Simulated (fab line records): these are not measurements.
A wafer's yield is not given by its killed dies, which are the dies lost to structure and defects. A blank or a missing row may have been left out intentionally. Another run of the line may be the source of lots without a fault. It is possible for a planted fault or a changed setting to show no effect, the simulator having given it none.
fab line records	flow n5-finfet
[record] lots = 4	wafers = 12	last-day = 17
route steps=1938 shown PMOS_HMC_CHANNEL_EPI@87 FIN_SAQP@90 BEOL_M4@1111 PASSIVATION@1936
lots that met no fault: from a run of the same line without faults
start-h: hours from the record's opening day to when the first of the lot's shown wafers began	wait-h: hours elapsed since this lot's preceding step	" repeats the value in the row above	L1.1+2: a single row standing in for several wafers	- no value present, or no start provided	* or withheld: withheld	< > ~ a bound
route shown NAME@n: a module of which the file shows steps, and the number in the route of the first	usual: average and standard deviation across the fault-free wafers	same: alike in all rows	chamber/n: place in a boat	sites: each site's reading	_std_site: standard deviation across them	_edge_site: mean of outer sites minus mean of inner sites	radius-mm: how far each site lies from the wafer's centre	mask NAME#n: copy n	behind: the last tool/chamber to shape the wafer	hold: why the lot went on hold/how many hours it stayed there/how the hold came to an end	device: transistor that didn't switch, given as n, p or np	end of line: at the end of the route, the tests of the same wafers	a step given without rows: its recipe and nothing more	killed: not the wafer's yield, but the dies lost to structure and defects at the first sort	map: the dies of a wafer, with x for killed, . for not killed, _ for no die there
set.NAME: the run value of the setting; set.NAME@STEP: its run value at that earlier step	model.NAME: the simulator's own value behind a step, which no gauge read
a table for each step, a row for each wafer; lots at some steps of the route
services: from which hour (start-h, from the record's first day; less than 0 if before it) a tool's chamber was out of use, for how many hours, and why
[[steps]]
[step N5_PMOS_HMC_CHANNEL_EPI_EPI_26]
[recipe] material = Si	target-thk-a = 38	temp-c = 650	precursor = SiH4/H2	pressure-torr = 20	time-s = 22.7
[step N5_FIN_SAQP_PRECLEAN_42]
[recipe] chemistry = O3/DIW	time-s = 60	temp-c = 22	o3-ppm = 10
[step N5_FIN_SAQP_PRECLEAN_00]
[recipe] chemistry = SC1	time-s = 60	temp-c = 55	mix = 1:2:50
[step N5_FIN_SAQP_PRECLEAN_44]
[recipe] chemistry = SC2	time-s = 45	temp-c = 35	mix = 1:1:50
[step N5_FIN_SAQP_SRD_01]
[recipe] dry = ipa-marangoni	time-s = 30	temp-c = 23	rinse-liquid = diw
[step N5_FIN_SAQP_ALD_61]
[recipe] material = SiO2	target-thk-a = 40	temp-c = 300	ald-precursor-family = BDEAS	ald-co-reactant = O2-plasma	pulse-time-s = 1	purge-time-s = 2	co-reactant-purge-time-s = 2	ald-cycles = 43	pressure-torr = 2
[step N5_FIN_SAQP_DENSIFY_62]
[recipe] temp-c = 700	time-s = 60	ambient = N2	idle-temp-c = 600	ramp-up-c-per-s = 150	ramp-down-c-per-s = 60	cool-to-c = 600
[step N5_FIN_SAQP_HM_DEP_03]
[recipe] material = SiNx	target-thk-a = 380	temp-c = 400	precursor = SiH4/NH3/N2	pressure-torr = 1.5	rf-w = 300	time-s = 33.6
[step N5_FIN_SAQP_PECVD_47]
[recipe] material = a-Si	target-thk-a = 450	temp-c = 400	precursor = SiH4/He	pressure-torr = 3	rf-w = 100	time-s = 36.3
[step N5_FIN_SAQP_PECVD_48]
[recipe] material = SiNx	target-thk-a = 250	temp-c = 400	precursor = SiH4/NH3/N2	pressure-torr = 1.5	rf-w = 300	time-s = 22.1
[usual] heater-power-outer-w = 459/89	heater-power-w = 754/130	showerhead-plenum-p-Torr = 5.11/0.089	showerhead-vpp-V = 1049/48	throttle-valve-pct = 38.8/1.8
lot.wafer	tool	chamber	start-h	wait-h	heater-power-outer-w	heater-power-w	showerhead-plenum-p-Torr	showerhead-vpp-V	throttle-valve-pct	model.SiNx_of_FIN_SAQP_PECVD_48.thk-nm
L525.2	pecvd-02	2	112.07	0.0	586	900	5.17	1019	36.2	24.88
L525.3	"	1	"	"	340	646	5.04	1073	36.7	24.95
L525.4	"	0	"	"	452	705	5.06	1039	37.4	25.51
L527.1	pecvd-02	0	122.76	0.0	438	732	5.09	1019	37.5	24.66
L527.3	"	1	"	"	396	715	5.04	1064	36.9	34.51
L527.4	"	0	"	"	453	704	5.08	1018	37.4	24.76
L528.3	pecvd-02	0	129.85	0.0	521	790	5.07	1022	37.2	34.35
L528.5	"	1	"	"	352	651	5.04	1046	36.6	25.16
L528.6	"	0	"	"	514	789	5.09	1027	37.4	25.12
L532.2	pecvd-04	0	153.29	0.0	381	625	5.08	1082	38.3	25.46
L532.3	"	2	"	"	549	838	5.29	983	40.1	25.67
L532.6	"	1	"	"	336	575	5.02	1082	40.0	25.34
[step N5_FIN_SAQP_PECVD_06]
[recipe] material = a-Si	target-thk-a = 600	temp-c = 400	precursor = SiH4/He	pressure-torr = 3	rf-w = 100	time-s = 48.1
[step N5_FIN_SAQP_HM_DEP_72]
[recipe] material = SiO2	target-thk-a = 120	temp-c = 400	precursor = SiH4/N2O	pressure-torr = 0.75	rf-w = 275	time-s = 7.2
[step N5_FIN_SAQP_COAT_49]
[recipe] resist = SOC	temp-c = 250	time-s = 60	spin-rpm = 1500	resist-thk-nm = 100
[step N5_FIN_SAQP_COAT_50]
[recipe] resist = SiARC	temp-c = 220	time-s = 60	spin-rpm = 1500	resist-thk-nm = 35
[step N5_FIN_SAQP_COAT_10]
[recipe] resist = CAR-ArF	spin-rpm = 1500	resist-thk-nm = 90
[step N5_FIN_SAQP_EBR_12]
[recipe] solvent = PGMEA	ebr-width-mm = 1.5
[step N5_FIN_SAQP_SOFTBAKE_11]
[recipe] temp-c = 110	time-s = 60	resist = CAR-ArF
[step N5_FIN_SAQP_EXPOSE_13]
[recipe] mask-id = FIN_CORE	na = 1.35	source-shape = dipole	sigma-inner = 0.538	sigma-outer = 0.738	polarization = te	target-cd-nm = 35.6	dose-mj = 63.25
[step N5_FIN_SAQP_PEB_14]
[recipe] peb-temp-c = withheld	peb-time-s = 60	resist = CAR-ArF
[step N5_FIN_SAQP_DEVELOP_15]
[recipe] develop-time-s = 30	developer = TMAH	resist = CAR-ArF	dev-temp-c = 23	rinse-liquid = diw	dry = air-spin
[step N5_FIN_SAQP_DESCUM_21]
[recipe] chemistry = O2	time-s = 7.9	source-power-w = 50	bias-power-w = 20	pressure-mtorr = 20	rf-frequency-hz = 2.712e+07	temp-c = 40	resist = CAR-ArF	o2-flow-sccm = 225
[step N5_FIN_SAQP_ETCH_51]
[recipe] chemistry = CF4	target = SiARC	target-depth-a = 455	mask-material = CAR-ArF	time-s = 75.8	ion-energy-ev = 80	pressure-mtorr = 40	source-w = 545	bias-w = 36	Ar_flow_sccm = 100	cf4-flow-sccm = 100	ends = cleared
[step N5_FIN_SAQP_ETCH_52]
[recipe] chemistry = N2/H2	target = SOC	target-depth-a = 1000	overetch-a = 200	mask-material = SiARC	temp-c = 40	time-s = 150	ion-energy-ev = 200	pressure-mtorr = 30	source-w = 840	bias-w = 150	n2-flow-sccm = 200	h2-flow-sccm = 200	ends = end-point
[step N5_FIN_SAQP_STRIP_53]
[recipe] chemistry = N2/H2	temp-c = 40	n2-flow-sccm = 200	h2-flow-sccm = 200	rf-frequency-hz = 6e+07
[step N5_FIN_SAQP_HM_OPEN_73]
[recipe] chemistry = CHF3/O2	target = SiO2	stop-on = a-Si	target-depth-a = 120	over-etch-frac = 1.8	mask-material = SOC	time-s = 16.8	pressure-mtorr = 30	source-w = 650	bias-w = 170	Ar_flow_sccm = 200	CHF3_flow_sccm = 50	O2_flow_sccm = 5	ion-energy-ev = 200	ends = end-point
[step N5_FIN_SAQP_STRIP_74]
[recipe] chemistry = CHF3/O2	resist = SiARC	rf-frequency-hz = 6e+07
[step N5_FIN_SAQP_MANDREL_ETCH_22]
[recipe] target-depth-a = 600	chemistry = HBr/Cl2	target = a-Si	stop-on = SiNx	bt-time-s = 10	over-etch-frac = 0.5	time-s = 30	pressure-mtorr = 10	icp-w = 800	bias-w = 75	HBr_flow_sccm = 150	Cl2_flow_sccm = 80	ends = end-point
[step N5_FIN_SAQP_STRIP_55]
[recipe] chemistry = N2/H2	power-w = 500	temp-c = 40	pressure-mtorr = 50	rf-frequency-hz = 6e+07	overash-fraction = 0.3	bias-power-w = 28	h2-frac = 0.5	n2-flow-sccm = 300	h2-flow-sccm = 300
[step N5_FIN_SAQP_STRIP_23]
[recipe] chemistry = SPM	time-s = 750	temp-c = 130	h2so4-h2o2-vol-ratio = 4
[step N5_FIN_SAQP_SRD_66]
[recipe] dry = ipa-marangoni	time-s = 30	temp-c = 23	rinse-liquid = diw
[step N5_FIN_SAQP_RECESS_75]
[recipe] chemistry = HF/NH3	target = SiO2	target-depth-a = 144	afs-cycles = 3	temp-c = 30	sublimation-temp-c = 180	sublimation-time-s = 60
[step N5_FIN_SAQP_SPACER1_ALD_24]
[recipe] material = SiO2	target-thk-a = 203	temp-c = 300	ald-precursor-family = BDEAS	ald-co-reactant = O2-plasma	pulse-time-s = 1	purge-time-s = 2	co-reactant-purge-time-s = 2	ald-cycles = 218	pressure-torr = 2
[step N5_FIN_SAQP_SPACER1_ETCHBACK_25]
[recipe] chemistry = CHF3/O2	mode = anisotropic-etchback	target = SiO2	target-depth-a = 244	time-s = 12.2	pressure-mtorr = 30	source-w = 650	bias-w = 170	Ar_flow_sccm = 200	CHF3_flow_sccm = 50	O2_flow_sccm = 5	ion-energy-ev = 200
[step N5_FIN_SAQP_MANDREL1_REMOVE_56]
[recipe] chemistry = HBr/Cl2/O2	bt-time-s = 10	target = a-Si	stop-on = SiNx	endpoint = OES-SiCl	over-etch-frac = 1	icp-w = 600	bias-w = 22	HBr_flow_sccm = 150	Cl2_flow_sccm = 80	O2_flow_sccm = 5	pressure-mtorr = 10
[step N5_FIN_SAQP_ETCH_57]
[recipe] chemistry = CH3F/O2	target = SiNx	mask-material = SiO2	target-depth-a = 325	time-s = 46.4	pressure-mtorr = 30	source-w = 395	bias-w = 73	Ar_flow_sccm = 150	CH3F_flow_sccm = 30	O2_flow_sccm = 20	ion-energy-ev = 120	ends = cleared
[usual] drypump-motor-current-A = 5.6/0.44	etch-rf-on-time-s = 46.4/0.72	oes-product-au = 0.70/0.09	rf-vpp-V = 296.6/2.4	showerhead-plenum-p-Torr = 2.02/0.075	throttle-valve-pct = 16.38/0.23
lot.wafer	tool	chamber	start-h	wait-h	drypump-motor-current-A	etch-rf-on-time-s	oes-product-au	rf-hours-counter-h	rf-vpp-V	showerhead-plenum-p-Torr	throttle-valve-pct	model.etch.depth-nm
L525.2	rie-diel-05	2	114.72	0.0	5.7	45.2	0.77	43	293.8	1.95	16.45	24.79
L525.3	"	3	"	"	4.9	45.5	0.82	3	302.7	2.14	16.13	24.95
L525.4	"	3	"	"	5.0	46.7	0.82	-	301.4	2.14	16.13	25.5
L527.1	rie-diel-05	3	125.91	0.0	5.0	44.9	0.80	9	302.7	2.14	16.14	24.65
L527.3	"	3	"	"	4.9	62.9	0.79	-	300.2	2.14	16.15	34.51
L527.4	"	2	"	"	5.7	45.0	0.76	-	293.8	1.95	16.47	24.76
L528.3	rie-diel-06	1	133.17	0.2	6.3	63.5	0.76	26	294.9	2.14	16.36	34.35
L528.5	"	2	"	"	5.8	47.0	0.61	-	293.2	1.98	16.53	25.16
L528.6	"	3	"	"	5.7	47.1	0.59	-	298.3	2.06	16.77	25.12
L532.2	rie-diel-05	2	158.10	0.0	5.6	45.8	0.75	61	293.5	1.94	16.51	25.46
L532.3	"	3	"	"	5.0	46.7	0.78	20	302.5	2.13	16.17	25.67
L532.6	"	1	"	"	6.1	46.4	0.80	-	297.8	2.04	15.95	25.34
[step N5_BEOL_M4_RC_MEAS_101]
[usual] DIBL_N = 35.7/1.3	DIBL_P = 35.4/1.8	IOFF_N = 0.152/0.027	IOFF_P = 0.20/0.034	ION_N = 672/9.8	ION_P = 461/7.5	SS_N = 71.4/0.55	SS_P = 73.1/0.61	VT_N = 251/3.3	VT_P = -251/3.6
lot.wafer	tool	chamber	start-h	wait-h	DIBL_N[mV/V]	DIBL_P[mV/V]	IOFF_N[nA/um]	IOFF_P[nA/um]	ION_N[uA/um]	ION_P[uA/um]	SS_N[mV/dec]	SS_P[mV/dec]	VT_N[mV]	VT_P[mV]
L525.2	prober-01	0	256.24	0.2	38.1	37.4	0.178	0.22	667	456	71.9	74.0	248	-251
L525.3	"	0	"	"	37.8	36.4	0.179	0.20	676	455	72.1	74.4	249	-253
L525.4	"	0	"	"	35.4	34.7	0.144	0.17	678	452	71.8	72.4	249	-255
L527.1	prober-01	0	278.95	0.0	34.8	32.8	0.136	0.18	670	458	71.3	72.6	252	-252
L527.3	"	0	"	"	34.5	33.8	0.143	0.19	681	463	71.1	73.5	252	-250
L527.4	"	0	"	"	33.6	31.4	0.121	0.16	662	456	70.7	73.1	252	-250
L528.3	prober-02	0	280.97	0.3	36.0	35.6	0.147	0.22	670	469	70.9	72.6	251	-246
L528.5	"	0	"	"	35.9	35.6	0.153	0.23	679	468	71.2	74.3	247	-249
L528.6	"	0	"	"	37.2	36.6	0.167	0.25	683	472	72.2	73.5	251	-245
L532.2	prober-01	0	308.32	0.2	36.9	37.5	0.164	0.22	682	465	71.1	73.7	249	-254
L532.3	"	0	"	"	35.3	35.2	0.132	0.17	670	456	70.9	73.0	252	-253
L532.6	"	0	"	"	36.3	36.8	0.148	0.20	674	459	71.1	73.7	252	-251
[step N5_PASSIVATION_PROBE_49]
[usual] defect-limited-yield = 91.5/1.3	killed_at_M0_to_M3 = 33/11	killed_at_M4_up = 14/5.3	killed-at-contacts = 11/6.3	killed-at-front-end = 38/10	killed-at-other = 3.7/2.8	killed-dies = 101/16	killed-open = 67/12	killed-short = 32/7.4	sort_bin_5_function = 5.0/0.86	sort_bin_6_memory = 3.2/0.69	sort-n-pass = 1079/16	sort-yield-pct = 91.5/1.3
[same] gross-dies = 1180	killed-at-back-side = 0	sort_bin_4_leakage[%] = 0	sort_bin_8_speed[%] = 0
lot.wafer	tool	chamber	start-h	wait-h	defect-limited-yield[%]	killed_at_M0_to_M3	killed_at_M4_up	killed-at-contacts	killed-at-front-end	killed-at-other	killed-dies	killed-open	killed-short	sort_bin_5_function[%]	sort_bin_6_memory[%]	sort-n-pass	sort-yield-pct[%]
L525.2	prober-01	-	356.46	0.1	91.4	22	14	6	54	5	101	62	37	4.8	3.2	1079	91.4
L525.3	prober-01	-	356.51	0.1	91.9	20	13	5	50	7	95	66	27	5.5	2.0	1085	91.9
L525.4	prober-01	-	356.56	0.2	92.7	23	10	8	44	1	86	60	25	4.2	3.0	1094	92.7
L532.2	prober-01	-	408.47	0.1	90.4	39	19	6	45	4	113	81	29	5.8	3.6	1067	90.4
L532.3	prober-01	-	408.52	0.1	89.2	39	19	7	51	11	127	85	38	7.0	3.6	1053	89.2
L532.6	prober-01	-	408.67	0.3	92.3	43	10	11	27	0	91	57	33	5.1	2.5	1089	92.3
// killed by level:class
L525.2 FIN_SAQP:geometric-particle:open=18 FIN_SAQP:geometric-particle:short=12 STI_FIN_REVEAL:geometric-particle:open=9 MOL_CONTACT_COAG:geometric-particle:open=6 BEOL_M1:geometric-particle:open=5 BEOL_M4:geometric-particle:short=5 BEOL_M0_SAQP:geometric-particle:short=4 BEOL_M2:geometric-particle:open=4
L525.3 FIN_SAQP:geometric-particle:open=16 STI_FIN_REVEAL:geometric-particle:open=11 FIN_SAQP:geometric-particle:short=8 BEOL_M2:geometric-particle:open=8 STARTING-WAFER:geometric-particle:short=5 MOL_CONTACT_COAG:geometric-particle:open=5 BEOL_M0_SAQP:geometric-particle:open=5 BEOL_M4:geometric-particle:open=4
L525.4 STI_FIN_REVEAL:geometric-particle:open=13 FIN_SAQP:geometric-particle:short=10 FIN_SAQP:geometric-particle:open=9 BEOL_M3:geometric-particle:open=9 MOL_CONTACT_COAG:geometric-particle:open=6 BEOL_M2:geometric-particle:open=6 BEOL_M0_SAQP:geometric-particle:open=5 STI_FIN_REVEAL:geometric-particle:short=3
L532.2 FIN_SAQP:geometric-particle:open=14 BEOL_M4:geometric-particle:open=12 BEOL_M2:geometric-particle:open=10 BEOL_M0_SAQP:geometric-particle:open=10 DUMMY_GATE:geometric-particle:open=8 BEOL_M3:geometric-particle:open=7 BEOL_M0_SAQP:geometric-particle:short=6 FIN_SAQP:geometric-particle:short=5
L532.3 FIN_SAQP:geometric-particle:open=20 BEOL_M2:geometric-particle:open=12 BEOL_M0_SAQP:geometric-particle:short=10 BEOL_M0_SAQP:geometric-particle:open=7 MOL_CONTACT_COAG:geometric-particle:open=6 STI_FIN_REVEAL:geometric-particle:open=5 GATE_CUT:geometric-particle:open=5 BEOL_M4:geometric-particle:open=5
L532.6 BEOL_M0_SAQP:geometric-particle:short=11 MOL_CONTACT_COAG:geometric-particle:open=9 BEOL_M0_SAQP:geometric-particle:open=8 BEOL_M3:geometric-particle:open=8 FIN_SAQP:geometric-particle:open=6 FIN_SAQP:geometric-particle:short=5 BEOL_M4:geometric-particle:open=5 BEOL_M3:geometric-particle:short=4
[[services]]
tool	chamber	start-h	hours	kind
pecvd-02	2	90.41	5.5	scheduled-down
pecvd-02	0	95.88	5.5	scheduled-down
rie-diel-05	1	106.24	-	clean
rie-diel-05	1	106.24	-	consumable-replace:focus-ring
rie-diel-05	1	106.24	21.1	scheduled-down
rie-diel-05	1	106.24	21.1	vent-cycle
pecvd-04	-	108.50	5.5	pm
pecvd-04	0	120.21	5.5	scheduled-down
rie-diel-06	0	149.96	9.6	repair
[[key]]
[first-sign] step = N5_FIN_SAQP_ETCH_57	reading = etch-rf-on-time-s	direction = up	sigmas = 23	usual = *	struck = *
effect none on later readings
[model-effect] step = N5_FIN_SAQP_PECVD_48	value = SiNx_of_FIN_SAQP_PECVD_48.thk-nm	without = 24.8	struck = 34.43
[model-effect] step = N5_FIN_SAQP_ETCH_57	value = etch.depth-nm	without = 24.8	struck = 34.43
met-at N5_FIN_SAQP_PECVD_48
struck-wafers L527.3,L528.3
onset-between 112.07 122.76
[fault] kind = process-parameter-drift	tool = pecvd-02	chamber = -	onset-h = 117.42	steps = N5_FIN_SAQP_PECVD_48	channel = time-s	offset = *	shape = step	end-h = 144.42	scope = struck-wafers-only	acts-in = *	stated = *
